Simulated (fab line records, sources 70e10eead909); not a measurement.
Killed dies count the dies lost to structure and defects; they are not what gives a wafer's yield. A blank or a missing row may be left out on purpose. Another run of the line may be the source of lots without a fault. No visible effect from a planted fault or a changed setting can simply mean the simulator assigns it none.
fab line records | flow nand_harc
record: lots: 11 | wafers: 33 | last_day: 33
route steps=1302 shown A_BONDPAD@1216 END@1302
lots untouched by any fault: they come from a run of this same line in which no faults occurred
start_h: the number of hours between the record's first day and the start of the first shown wafer of the lot | wait_h: hours from the lot's prior step to this one | " repeats the value in the row above | L1.1+2: one row covering several wafers at once | - no value, or no start was given | * or withheld: withheld | < > ~ a bound
route shown NAME@n: NAME is a module with steps in the file, n the number in the route of the first one | usual: mean and standard deviation over wafers with no fault | same: alike in all rows | chamber/n: place in a boat | sites: readings site by site | _std_site: standard deviation of those values | _edge_site: inner sites' mean taken away from outer sites' mean | radius_mm: for every site, how far away it sits from the centre of the wafer | mask NAME#n: copy n | behind: the most recent tool/chamber to have shaped the wafer | hold: what put the lot on hold/how long, in hours/how the hold closed | device: which transistor (n, p or np) failed to switch | end of line: tests of these same wafers at the route's end | step lacking rows: just its recipe | killed: count of dies lost to structure and defects at first sort (not the wafer's yield) | map: shows each die of a wafer: x if killed, . if not, _ if none is there
set.NAME: setting as actually run; set.NAME@STEP: the setting as run at that earlier step | model.NAME: the simulator's own value behind a step, which no gauge read
one table for each step of the route and one row for each wafer, over a sample of lots
services: the hour from which a tool's chamber was out of use, counted from the record's first day as start_h (under 0 if before that day), plus the number of hours and why
== steps ==
step: NHARC_A_BONDPAD_OVL_MEAS_35
usual: overlay_x_nm: -1/5.7 | overlay_y_nm: 2/7
lot.wafer | tool       | chamber | start_h | wait_h | overlay_x_nm | overlay_y_nm
L145.1    | overlay-01 | -       | 529.67  | -      | -3           | 5
L145.4    | "          | -       | "       | "      | -3           | 5
L145.5    | "          | -       | "       | "      | -3           | 5
L148.2    | overlay-02 | -       | 570.87  | -      | 7            | 3
L148.5    | "          | -       | "       | "      | 8            | 3
L148.6    | "          | -       | "       | "      | 7            | 3
L150.3    | overlay-01 | -       | 586.00  | -      | 3            | -12
L150.5    | "          | -       | "       | "      | 3            | -11
L150.6    | "          | -       | "       | "      | 3            | -12
L153.3    | overlay-02 | -       | 613.19  | -      | -16          | 6
L153.4    | "          | -       | "       | "      | -15          | 6
L153.5    | "          | -       | "       | "      | -16          | 6
L151.4    | overlay-01 | -       | 616.94  | -      | 3            | -7
L151.5    | "          | -       | "       | "      | 3            | -7
L151.6    | "          | -       | "       | "      | 3            | -7
L154.1    | overlay-01 | -       | 622.18  | -      | 1            | 6
L154.4    | "          | -       | "       | "      | 0            | 7
L154.6    | "          | -       | "       | "      | 0            | 6
L156.2    | overlay-01 | -       | 650.97  | -      | 8            | 9
L156.3    | "          | -       | "       | "      | 8            | 9
L156.4    | "          | -       | "       | "      | 8            | 9
L160.3    | overlay-02 | -       | 684.68  | -      | -1           | 6
L160.4    | "          | -       | "       | "      | -2           | 6
L160.5    | "          | -       | "       | "      | -2           | 6
L167.1    | overlay-01 | -       | 746.91  | -      | 11           | 10
L167.5    | "          | -       | "       | "      | 10           | 10
L167.6    | "          | -       | "       | "      | 10           | 10
L166.2    | overlay-02 | -       | 752.32  | -      | -5           | -16
L166.5    | "          | -       | "       | "      | -6           | -16
L166.6    | "          | -       | "       | "      | -6           | -16
L168.1    | overlay-01 | -       | 762.30  | -      | 1            | -2
L168.4    | "          | -       | "       | "      | 2            | -2
L168.5    | "          | -       | "       | "      | 1            | -3
step: NHARC_A_BONDPAD_ETCH_12
recipe: target_depth_a: 2200 | time_s: 110 | chf3_flow_sccm: 50 | o2_flow_sccm: 10 | ar_flow_sccm: 200 | rf_w: 500 | bias_w: 200 | chemistry: CHF3/O2
usual: bias_w: 200.0/0.64 | drypump_motor_current_A: 5.9/0.36 | oes_product_au: 0.952/0.022 | rf_vpp_V: 370.9/2.3 | showerhead_plenum_p_Torr: 2.42/0.1 | throttle_valve_pct: 20.573/0.0088
lot.wafer | tool        | chamber | start_h | wait_h | bias_w | drypump_motor_current_A | oes_product_au | rf_hours_counter_h | rf_vpp_V | showerhead_plenum_p_Torr | throttle_valve_pct
L145.4    | rie_diel-01 | 2       | -       | -      | 200.1  | 4.9                     | 0.996          | 24                 | 371.7    | 2.42                     | 20.562
L145.1    | "           | 0       | "       | "      | 198.6  | 6.0                     | 0.977          | 21                 | 368.5    | 2.28                     | 20.572
L145.5    | "           | 1       | "       | "      | 201.1  | 5.0                     | 0.991          | -                  | 374.0    | 2.59                     | 20.565
L148.2    | rie_diel-07 | 0       | -       | -      | 201.1  | 5.8                     | 0.993          | 3                  | 368.7    | 2.32                     | 20.572
L148.5    | "           | 1       | "       | "      | 200.6  | 6.3                     | 0.990          | -                  | 370.7    | 2.38                     | 20.556
L148.6    | "           | 2       | "       | "      | 200.4  | 6.1                     | 0.962          | -                  | 374.3    | 2.57                     | 20.566
L150.3    | rie_diel-07 | 1       | -       | -      | 199.2  | 6.3                     | 0.958          | 3                  | 369.7    | 2.38                     | 20.572
L150.5    | "           | 3       | "       | "      | 198.8  | 5.9                     | 0.959          | -                  | 370.9    | 2.41                     | 20.580
L150.6    | "           | 0       | "       | "      | 200.8  | 5.7                     | 0.982          | -                  | 369.8    | 2.32                     | 20.570
L153.4    | rie_diel-07 | 1       | -       | -      | 200.5  | 6.3                     | 0.976          | 4                  | 370.1    | 2.38                     | 20.584
L153.3    | "           | 3       | "       | "      | 200.7  | 5.9                     | 0.968          | 4                  | 371.6    | 2.41                     | 20.569
L153.5    | "           | 1       | "       | "      | 200.0  | 6.3                     | 0.963          | -                  | 370.1    | 2.38                     | 20.566
L151.4    | rie_diel-07 | 0       | -       | -      | 198.9  | 5.8                     | 0.929          | 5                  | 368.8    | 2.32                     | 20.564
L151.5    | "           | 2       | "       | "      | 200.4  | 6.1                     | 0.927          | -                  | 373.6    | 2.57                     | 20.578
L151.6    | "           | 3       | "       | "      | 199.1  | 5.9                     | 0.957          | -                  | 369.8    | 2.41                     | 20.575
L154.4    | rie_diel-07 | 2       | -       | -      | 201.1  | 6.1                     | 0.939          | 4                  | 373.2    | 2.57                     | 20.569
L154.1    | "           | 3       | "       | "      | 201.1  | 5.9                     | 0.922          | 4                  | 370.0    | 2.41                     | 20.579
L154.6    | "           | 3       | "       | "      | 201.0  | 5.9                     | 0.918          | -                  | 371.0    | 2.41                     | 20.580
L156.4    | rie_diel-01 | 3       | -       | -      | 200.5  | 6.3                     | 0.943          | 16                 | 368.6    | 2.29                     | 20.569
L156.3    | "           | 1       | "       | "      | 199.9  | 4.9                     | 0.940          | 15                 | 372.6    | 2.58                     | 20.560
L156.2    | "           | 2       | "       | "      | 199.6  | 5.0                     | 0.932          | 15                 | 370.6    | 2.41                     | 20.564
L160.3    | rie_diel-07 | 2       | -       | -      | 200.5  | 6.1                     | 0.959          | 0                  | 375.1    | 2.57                     | 20.575
L160.4    | "           | 3       | "       | "      | 200.8  | 5.9                     | 0.959          | 0                  | 370.6    | 2.41                     | 20.555
L160.5    | "           | 0       | "       | "      | 200.1  | 5.7                     | 0.949          | -                  | 367.0    | 2.31                     | 20.564
L167.1    | rie_diel-07 | 1       | -       | -      | 200.6  | 6.3                     | 0.968          | 1                  | 369.5    | 2.38                     | 20.581
L167.5    | "           | 1       | "       | "      | 200.6  | 6.3                     | 0.965          | -                  | 370.3    | 2.38                     | 20.592
L167.6    | "           | 2       | "       | "      | 199.4  | 6.1                     | 0.957          | -                  | 373.4    | 2.57                     | 20.569
L166.2    | rie_diel-07 | 2       | -       | -      | 200.3  | 6.1                     | 0.927          | 2                  | 374.7    | 2.57                     | 20.576
L166.6    | "           | 2       | "       | "      | 199.5  | 6.1                     | 0.927          | -                  | 373.8    | 2.57                     | 20.584
L166.5    | "           | 1       | "       | "      | 200.1  | 6.2                     | 0.933          | -                  | 371.9    | 2.38                     | 20.576
L168.1    | rie_diel-07 | 2       | -       | -      | 200.0  | 6.1                     | 0.943          | 2                  | 373.7    | 2.57                     | 20.576
L168.5    | "           | 3       | "       | "      | 200.1  | 5.9                     | 0.965          | -                  | 371.7    | 2.41                     | 20.567
L168.4    | "           | 2       | "       | "      | 199.3  | 6.1                     | 0.940          | -                  | 374.0    | 2.57                     | 20.580
step: NHARC_A_BONDPAD_ETCH_24
recipe: target_depth_a: 300 | over_etch_frac: 0.3 | time_s: 72.99 | ion_energy_ev: 150 | cf4_flow_sccm: 50 | n2_flow_sccm: 100 | ar_flow_sccm: 150 | rf_w: 300 | bias_w: 100 | chemistry: CF4/N2
usual: bias_w: 100.0/0.3 | cf4_flow_sccm: 50.00/0.14 | drypump_motor_current_A: 5.8/0.41 | oes_product_au: 1.003/0.011 | rf_vpp_V: 314.3/2.2 | showerhead_plenum_p_Torr: 2.63/0.12 | throttle_valve_pct: 19.793/0.011
lot.wafer | tool        | chamber | start_h | wait_h | bias_w | cf4_flow_sccm | drypump_motor_current_A | oes_product_au | rf_hours_counter_h | rf_vpp_V | showerhead_plenum_p_Torr | throttle_valve_pct
L145.1    | rie_diel-07 | 2       | -       | -      | 100.3  | 50.25         | 6.1                     | 1.004          | 1                  | 318.2    | 2.81                     | 19.793
L145.4    | "           | 2       | "       | "      | 100.5  | 49.99         | 6.1                     | 1.004          | -                  | 318.1    | 2.81                     | 19.787
L145.5    | "           | 3       | "       | "      | 99.6   | 50.01         | 5.9                     | 0.984          | -                  | 315.0    | 2.63                     | 19.796
L148.2    | rie_diel-11 | 0       | -       | -      | 99.7   | 49.79         | 6.3                     | 0.980          | 44                 | 312.9    | 2.57                     | 19.793
L148.5    | "           | 0       | "       | "      | 100.0  | 50.03         | 6.3                     | 0.973          | -                  | 312.5    | 2.57                     | 19.788
L148.6    | "           | 1       | "       | "      | 99.8   | 49.95         | 5.8                     | 0.979          | -                  | 310.9    | 2.52                     | 19.800
L150.3    | rie_diel-11 | 3       | -       | -      | 100.1  | 50.15         | 5.4                     | 0.995          | 49                 | 316.3    | 2.79                     | 19.791
L150.6    | "           | 3       | "       | "      | 100.1  | 50.14         | 5.4                     | 0.999          | -                  | 317.5    | 2.79                     | 19.797
L150.5    | "           | 0       | "       | "      | 100.3  | 49.92         | 6.3                     | 0.987          | -                  | 313.0    | 2.56                     | 19.771
L153.4    | rie_diel-07 | 3       | -       | -      | 100.3  | 49.92         | 5.9                     | 0.994          | 4                  | 314.6    | 2.63                     | 19.805
L153.3    | "           | 1       | "       | "      | 100.0  | 49.99         | 6.3                     | 1.000          | 4                  | 313.7    | 2.60                     | 19.791
L153.5    | "           | 0       | "       | "      | 99.8   | 49.86         | 5.7                     | 1.011          | -                  | 312.3    | 2.53                     | 19.808
L151.4    | rie_diel-07 | 2       | -       | -      | 99.8   | 50.12         | 6.1                     | 1.006          | 4                  | 318.0    | 2.80                     | 19.791
L151.5    | "           | 3       | "       | "      | 100.5  | 50.05         | 5.9                     | 0.976          | -                  | 315.4    | 2.63                     | 19.802
L151.6    | "           | 0       | "       | "      | 99.8   | 49.88         | 5.7                     | 0.995          | -                  | 312.7    | 2.53                     | 19.767
L154.1    | rie_diel-01 | 1       | -       | -      | 100.3  | 50.05         | 5.0                     | 1.016          | 11                 | 316.7    | 2.82                     | 19.787
L154.4    | "           | 2       | "       | "      | 100.0  | 50.07         | 4.9                     | 1.012          | 11                 | 314.1    | 2.64                     | 19.781
L154.6    | "           | 3       | "       | "      | 100.2  | 50.01         | 6.3                     | 1.021          | -                  | 310.8    | 2.50                     | 19.805
L156.3    | rie_diel-01 | 0       | -       | -      | 100.0  | 49.79         | 6.0                     | 1.003          | 15                 | 311.8    | 2.48                     | 19.803
L156.2    | "           | 1       | "       | "      | 100.5  | 49.80         | 5.0                     | 1.002          | 15                 | 316.8    | 2.82                     | 19.788
L156.4    | "           | 2       | "       | "      | 100.0  | 50.00         | 5.0                     | 0.999          | 15                 | 314.1    | 2.63                     | 19.795
L160.4    | rie_diel-07 | 2       | -       | -      | 100.2  | 50.05         | 6.1                     | 1.000          | 0                  | 317.5    | 2.80                     | 19.788
L160.3    | "           | 0       | "       | "      | 100.7  | 49.98         | 5.7                     | 0.996          | 0                  | 311.9    | 2.53                     | 19.786
L160.5    | "           | 2       | "       | "      | 100.2  | 49.98         | 6.1                     | 1.016          | -                  | 317.5    | 2.80                     | 19.795
L167.1    | rie_diel-07 | 3       | 747.67  | 0.1    | 99.9   | 49.92         | 5.9                     | 1.008          | 1                  | 313.1    | 2.63                     | 19.798
L167.5    | "           | 1       | "       | "      | 100.1  | 50.09         | 6.3                     | 1.004          | -                  | 314.6    | 2.60                     | 19.792
L167.6    | "           | 3       | "       | "      | 100.7  | 49.66         | 5.9                     | 0.994          | -                  | 314.1    | 2.63                     | 19.787
L166.2    | rie_diel-07 | 1       | 753.06  | 0.1    | 99.8   | 49.84         | 6.3                     | 1.016          | 2                  | 313.3    | 2.60                     | 19.788
L166.6    | "           | 1       | "       | "      | 99.4   | 49.77         | 6.2                     | 1.006          | -                  | 315.3    | 2.60                     | 19.801
L166.5    | "           | 2       | "       | "      | 100.4  | 50.01         | 6.1                     | 0.989          | -                  | 316.7    | 2.80                     | 19.800
L168.1    | rie_diel-07 | 1       | 763.06  | 0.1    | 99.5   | 49.91         | 6.3                     | 1.005          | 2                  | 313.8    | 2.60                     | 19.772
L168.5    | "           | 2       | "       | "      | 100.1  | 49.89         | 6.1                     | 0.996          | -                  | 316.9    | 2.80                     | 19.769
L168.4    | "           | 1       | "       | "      | 100.2  | 49.73         | 6.3                     | 1.008          | -                  | 312.8    | 2.60                     | 19.794
step: NHARC_A_BONDPAD_ECD_18
recipe: target_thk_a: 4000 | bath_temp_c: 25 | material: Cu
lot.wafer  | tool      | chamber | start_h | wait_h
L145.1+4+5 | ecd_cu-01 | 1,1,0   | 531.17  | -
L148.2+5+6 | ecd_cu-01 | 0,1,0   | 572.35  | -
L150.3+5+6 | ecd_cu-02 | 1,1,0   | 587.59  | -
L153.3+4+5 | ecd_cu-02 | 0,1,0   | 614.71  | -
L151.4+5+6 | ecd_cu-01 | 0,0,1   | 618.46  | -
L154.1+4+6 | ecd_cu-02 | 0       | 623.60  | -
L156.2+4+3 | ecd_cu-02 | 0,0,1   | 652.50  | -
L160.3+4+5 | ecd_cu-02 | 1,0,0   | 686.20  | -
L167.1+5+6 | ecd_cu-02 | 1,1,0   | 748.42  | -
L166.2+6+5 | ecd_cu-01 | 0,0,1   | 753.83  | -
L168.1+4+5 | ecd_cu-01 | 1,0,1   | 764.08  | -
step: NHARC_A_BONDPAD_THK_MEAS_20
recipe: thk_meas_gauge: xrf
usual: thk_nm: 169.5/1.4
lot.wafer | tool          | chamber | start_h | wait_h | thk_nm
L145.1    | film_metro-01 | -       | 532.16  | -      | 169.0
L145.4    | "             | -       | "       | "      | 168.2
L145.5    | "             | -       | "       | "      | 169.2
L148.2    | film_metro-01 | -       | 573.35  | -      | 166.5
L148.5    | "             | -       | "       | "      | 170.5
L148.6    | "             | -       | "       | "      | 168.3
L150.3    | film_metro-02 | -       | 588.53  | -      | 170.0
L150.5    | "             | -       | "       | "      | 169.5
L150.6    | "             | -       | "       | "      | 171.7
L153.3    | film_metro-02 | -       | 615.66  | -      | 170.3
L153.4    | "             | -       | "       | "      | 171.7
L153.5    | "             | -       | "       | "      | 171.5
L151.4    | film_metro-02 | -       | 619.40  | -      | 171.1
L151.5    | "             | -       | "       | "      | 171.2
L151.6    | "             | -       | "       | "      | 169.6
L154.1    | film_metro-01 | -       | 624.67  | -      | 169.6
L154.4    | "             | -       | "       | "      | 171.1
L154.6    | "             | -       | "       | "      | 169.0
L156.2    | film_metro-02 | -       | 653.57  | -      | 116.8
L156.3    | "             | -       | "       | "      | 114.4
L156.4    | "             | -       | "       | "      | 115.5
L160.3    | film_metro-02 | -       | 687.14  | -      | 122.0
L160.4    | "             | -       | "       | "      | 119.4
L160.5    | "             | -       | "       | "      | 116.6
L167.1    | film_metro-02 | -       | 749.50  | -      | 171.6
L167.5    | "             | -       | "       | "      | 169.7
L167.6    | "             | -       | "       | "      | 170.3
L166.2    | film_metro-02 | -       | 754.87  | -      | 169.6
L166.5    | "             | -       | "       | "      | 170.3
L166.6    | "             | -       | "       | "      | 169.7
L168.1    | film_metro-02 | -       | 765.13  | -      | 172.0
L168.4    | "             | -       | "       | "      | 170.7
L168.5    | "             | -       | "       | "      | 168.7
step: NHARC_END_SORT_01
recipe: temp_c: 25
usual: defect_limited_yield: 90.2/2.3 | killed_at_array: 62/15 | killed_at_other: 0.8/1 | killed_at_periphery: 3.7/2.6 | killed_dies: 66/15 | killed_open: 3.1/1.8 | killed_short: 2.6/1.7
same: gross_dies: 677
lot.wafer | tool      | chamber | start_h | wait_h | defect_limited_yield[%] | killed_at_array | killed_at_other | killed_at_periphery | killed_dies | killed_open | killed_short
L148.2    | prober-02 | 0       | 601.12  | 2.8    | 92.6                    | 48              | 0               | 2                   | 50          | 6           | 2
L148.5    | prober-02 | 0       | 603.52  | 3.7    | 92.3                    | 48              | 0               | 4                   | 52          | 0           | 1
L148.6    | prober-02 | 0       | 604.32  | 4.0    | 93.9                    | 40              | 0               | 1                   | 41          | 0           | 1
L153.3    | prober-01 | 0       | 647.60  | 3.1    | 91.6                    | 48              | 1               | 8                   | 57          | 2           | 2
L153.4    | prober-01 | 0       | 648.40  | 3.4    | 88.5                    | 69              | 0               | 9                   | 78          | 7           | 3
L153.5    | prober-01 | 0       | 649.19  | 3.7    | 89.4                    | 65              | 0               | 7                   | 72          | 7           | 3
L156.2    | prober-01 | 0       | 683.11  | 2.8    | 0                       | 675             | 0               | 2                   | 677         | 1           | 3
L156.3    | prober-01 | 0       | 683.92  | 3.1    | 0                       | 673             | 0               | 4                   | 677         | 0           | 3
L156.4    | prober-01 | 0       | 684.72  | 3.4    | 0                       | 676             | 0               | 1                   | 677         | 1           | 2
L160.3    | prober-01 | 0       | 715.44  | 3.1    | 0                       | 673             | 3               | 1                   | 677         | 0           | 1
L160.4    | prober-01 | 0       | 716.24  | 3.4    | 0                       | 672             | 4               | 1                   | 677         | 0           | 3
L160.5    | prober-01 | 0       | 717.03  | 3.7    | 0                       | 671             | 3               | 3                   | 677         | 4           | 3
L167.1    | prober-01 | 0       | 775.21  | 2.5    | 92.5                    | 40              | 4               | 7                   | 51          | 2           | 5
L167.5    | prober-01 | 0       | 778.42  | 3.7    | 90.7                    | 58              | 0               | 5                   | 63          | 2           | 8
L167.6    | prober-01 | 0       | 779.22  | 4.0    | 92.6                    | 44              | 1               | 5                   | 50          | 2           | 1
L166.2    | prober-02 | 0       | 783.81  | 2.8    | 90.5                    | 62              | 0               | 2                   | 64          | 2           | 1
L166.5    | prober-02 | 0       | 786.22  | 3.7    | 89.2                    | 71              | 1               | 1                   | 73          | 6           | 2
L166.6    | prober-02 | 0       | 787.02  | 4.0    | 87.3                    | 79              | 3               | 4                   | 86          | 3           | 2
killed by level:class
L148.2 A_CHANNEL_HOLE_D2:chamber_film_flake=29 A_CONTACT:chamber_film_flake=4 A_CHANNEL_HOLE_D1:chamber_film_flake=3 A_STAIRCASE:chamber_film_flake=3 A_WL_FILL:geometric_particle:open=2 P_GATE:geometric_particle:open=1 A_CHANNEL_HOLE_D1:geometric_particle:open=1 A_CHANNEL_FILL_D1:geometric_particle:open=1
L148.5 A_CHANNEL_HOLE_D2:chamber_film_flake=31 A_STAIRCASE:chamber_film_flake=4 A_CHANNEL_HOLE_D1:chamber_film_flake=3 A_DECK1_JOINT:chamber_film_flake=3 A_SLIT:chamber_film_flake=3 A_CONTACT:chamber_film_flake=3 P_ZERO_WELL:chamber_film_flake=2 A_WL_FILL:geometric_particle:short=1
L148.6 A_CHANNEL_HOLE_D2:chamber_film_flake=29 A_STAIRCASE:chamber_film_flake=4 A_CHANNEL_HOLE_D1:chamber_film_flake=3 A_CHANNEL_FILL_D1:chamber_film_flake=2 A_WL_FILL:geometric_particle:short=1 P_ZERO_WELL:chamber_film_flake=1 A_CONTACT:chamber_film_flake=1
L153.3 A_CHANNEL_HOLE_D1:chamber_film_flake=24 A_CHANNEL_HOLE_D2:chamber_film_flake=12 A_CONTACT:chamber_film_flake=7 P_GATE:chamber_film_flake=3 A_DECK1_JOINT:chamber_film_flake=2 P_CONTACT:geometric_particle:open=1 P_M1:geometric_particle:short=1 A_ZERO_WELL:chamber_film_flake=1
L153.4 A_CHANNEL_HOLE_D1:chamber_film_flake=36 A_CHANNEL_HOLE_D2:chamber_film_flake=13 P_GATE:chamber_film_flake=7 A_CONTACT:chamber_film_flake=6 A_DECK1_JOINT:chamber_film_flake=2 A_SLIT:chamber_film_flake=2 P_CONTACT:geometric_particle:open=1 A_SOURCE_PLATE:geometric_particle:open=1
L153.5 A_CHANNEL_HOLE_D1:chamber_film_flake=32 A_CHANNEL_HOLE_D2:chamber_film_flake=13 A_CONTACT:chamber_film_flake=5 P_GATE:chamber_film_flake=4 A_ZERO_WELL:chamber_film_flake=2 A_DECK1_JOINT:chamber_film_flake=2 P_CONTACT:geometric_particle:open=1 P_M0:geometric_particle:open=1
L156.2 A_BONDPAD:area_ecd=614 A_CHANNEL_HOLE_D1:chamber_film_flake=34 A_CHANNEL_HOLE_D2:chamber_film_flake=10 A_CONTACT:chamber_film_flake=4 A_M1:chamber_film_flake=4 A_CHANNEL_FILL_D2:geometric_particle:short=2 A_SLIT:chamber_film_flake=2 A_WL_FILL:chamber_film_flake=2
L156.3 A_BONDPAD:area_ecd=618 A_CHANNEL_HOLE_D1:chamber_film_flake=23 A_CHANNEL_HOLE_D2:chamber_film_flake=12 A_CONTACT:chamber_film_flake=8 A_M1:chamber_film_flake=5 P_ZERO_WELL:chamber_film_flake=2 A_CHANNEL_FILL_D1:chamber_film_flake=2 A_WL_FILL:chamber_film_flake=2
L156.4 A_BONDPAD:area_ecd=612 A_CHANNEL_HOLE_D1:chamber_film_flake=30 A_CHANNEL_HOLE_D2:chamber_film_flake=17 A_CONTACT:chamber_film_flake=6 A_M1:chamber_film_flake=3 A_SLIT:chamber_film_flake=2 A_WL_FILL:chamber_film_flake=2 A_CHANNEL_FILL_D1:geometric_particle:short=1
L160.3 A_BONDPAD:area_ecd=637 A_CHANNEL_HOLE_D1:chamber_film_flake=23 A_STAIRCASE:chamber_film_flake=3 A_SLIT:chamber_film_flake=3 A_CONTACT:chamber_film_flake=3 THIN_TSV:chamber_film_flake=3 A_WL_FILL:geometric_particle:short=1 P_GATE:chamber_film_flake=1
L160.4 A_BONDPAD:area_ecd=613 A_CHANNEL_HOLE_D1:chamber_film_flake=37 A_CHANNEL_FILL_D2:chamber_film_flake=5 A_BLC:chamber_film_flake=4 THIN_TSV:chamber_film_flake=4 A_STAIRCASE:chamber_film_flake=3 A_CONTACT:chamber_film_flake=3 A_WL_FILL:geometric_particle:short=2
L160.5 A_BONDPAD:area_ecd=628 A_CHANNEL_HOLE_D1:chamber_film_flake=23 A_STAIRCASE:chamber_film_flake=7 A_SLIT:chamber_film_flake=3 THIN_TSV:chamber_film_flake=3 A_DECK1_JOINT:chamber_film_flake=2 P_ZERO_WELL:geometric_particle:open=1 A_ONON_D1:geometric_particle:open=1
L167.1 A_SLIT:chamber_film_flake=31 P_GATE:chamber_film_flake=4 P_STI:chamber_film_flake=3 STARTING-WAFER:geometric_particle:short=2 A_STAIRCASE:chamber_film_flake=2 THIN_TSV:chamber_film_flake=2 A_CHANNEL_HOLE_D1:geometric_particle:short=1 A_CHANNEL_FILL_D1:geometric_particle:open=1
L167.5 A_SLIT:chamber_film_flake=37 P_STI:chamber_film_flake=3 A_CHANNEL_HOLE_D1:chamber_film_flake=3 A_CONTACT:chamber_film_flake=3 A_DECK1_JOINT:geometric_particle:short=2 A_ZERO_WELL:chamber_film_flake=2 A_STAIRCASE:chamber_film_flake=2 P_CONTACT:geometric_particle:open=1
L167.6 A_SLIT:chamber_film_flake=35 P_GATE:chamber_film_flake=5 A_CHANNEL_HOLE_D1:unspecified=2 A_STAIRCASE:chamber_film_flake=2 A_SGD_CUT:geometric_particle:open=1 A_WL_FILL:geometric_particle:short=1 A_CONTACT:geometric_particle:open=1 A_DECK1_JOINT:chamber_film_flake=1
L166.2 A_CHANNEL_HOLE_D2:chamber_film_flake=25 A_CHANNEL_HOLE_D1:chamber_film_flake=10 A_STAIRCASE:chamber_film_flake=9 A_SLIT:chamber_film_flake=8 A_CONTACT:chamber_film_flake=5 P_GATE:geometric_particle:open=1 A_ONON_D1:geometric_particle:open=1 A_BLC:geometric_particle:short=1
L166.5 A_CHANNEL_HOLE_D2:chamber_film_flake=29 A_CHANNEL_HOLE_D1:chamber_film_flake=21 A_SLIT:chamber_film_flake=6 A_STAIRCASE:chamber_film_flake=3 A_BLC:geometric_particle:open=2 A_CONTACT:chamber_film_flake=2 A_WL_FILL:chamber_film_flake=2 A_ONON_D1:geometric_particle:open=1
L166.6 A_CHANNEL_HOLE_D2:chamber_film_flake=37 A_CHANNEL_HOLE_D1:chamber_film_flake=18 A_SLIT:chamber_film_flake=7 A_STAIRCASE:chamber_film_flake=6 A_WL_FILL:chamber_film_flake=3 A_CONTACT:chamber_film_flake=3 HYBRID_BOND:chamber_film_flake=2 P_STI:geometric_particle:open=1
== services ==
tool        | chamber | start_h | hours | kind
ecd_cu-01   | -       | 512.00  | 8.0   | pm
rie_diel-07 | 0       | 529.20  | -     | clean
rie_diel-07 | 1       | 529.20  | -     | clean
rie_diel-07 | 2       | 529.20  | -     | clean
rie_diel-07 | 3       | 529.20  | -     | clean
rie_diel-07 | -       | 547.11  | 0.3   | repair
rie_diel-07 | 3       | 553.76  | 14.2  | repair
rie_diel-01 | -       | 557.82  | 9.0   | pm
rie_diel-11 | 2       | 580.32  | 2.7   | repair
ecd_cu-02   | -       | 596.39  | 8.0   | pm
rie_diel-11 | -       | 610.70  | 9.0   | pm
rie_diel-11 | 2       | 643.46  | 6.4   | repair
rie_diel-07 | -       | 648.20  | 9.0   | pm
ecd_cu-02   | -       | 656.03  | 1.4   | repair
ecd_cu-01   | -       | 672.13  | 0.9   | repair
ecd_cu-02   | -       | 684.81  | 0.3   | repair
ecd_cu-01   | -       | 688.00  | 8.0   | pm
rie_diel-07 | 1       | 688.24  | 2.2   | repair
rie_diel-07 | -       | 725.88  | 1.9   | repair
rie_diel-01 | -       | 734.82  | 9.0   | pm
rie_diel-07 | 2       | 753.24  | 3.1   | repair
rie_diel-11 | -       | 759.71  | 0.9   | repair
ecd_cu-01   | -       | 759.93  | 1.1   | repair
ecd_cu-02   | -       | 762.34  | 15.8  | repair
== key ==
first_sign: step: NHARC_A_BONDPAD_THK_MEAS_20 | reading: thk_nm | direction: down | sigmas: 37 | usual: 169.5 | struck: 117.5
effect: step: NHARC_END_SORT_01 | reading: killed_at_array | direction: up | sigmas: 40 | usual: 62 | struck: 673
more_kills_born_at: NHARC_A_BONDPAD_ECD_18@ecd_cu-02: 3722
met_at NHARC_A_BONDPAD_ECD_18
struck_lots L156,L160
later_rows_left_out L156.2,L156.3,L156.4,L160.3,L160.4,L160.5
not_acting_at NHARC_A_BONDPAD_OVL_MEAS_35,NHARC_A_BONDPAD_ETCH_12,NHARC_A_BONDPAD_ETCH_24
onset_between 623.60 652.50
fault: kind: process_parameter_drift | tool: ecd_cu-02 | chamber: - | onset_h: 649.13 | steps: NHARC_A_BONDPAD_ECD_18 | channel: target_thk_a | offset: * | shape: step | end_h: 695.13 | acts_in: * | stated: *
later_rows_left_out: the simulator's readings of these wafers behind a module that went badly wrong aren't trusted and aren't shown, but for the sort
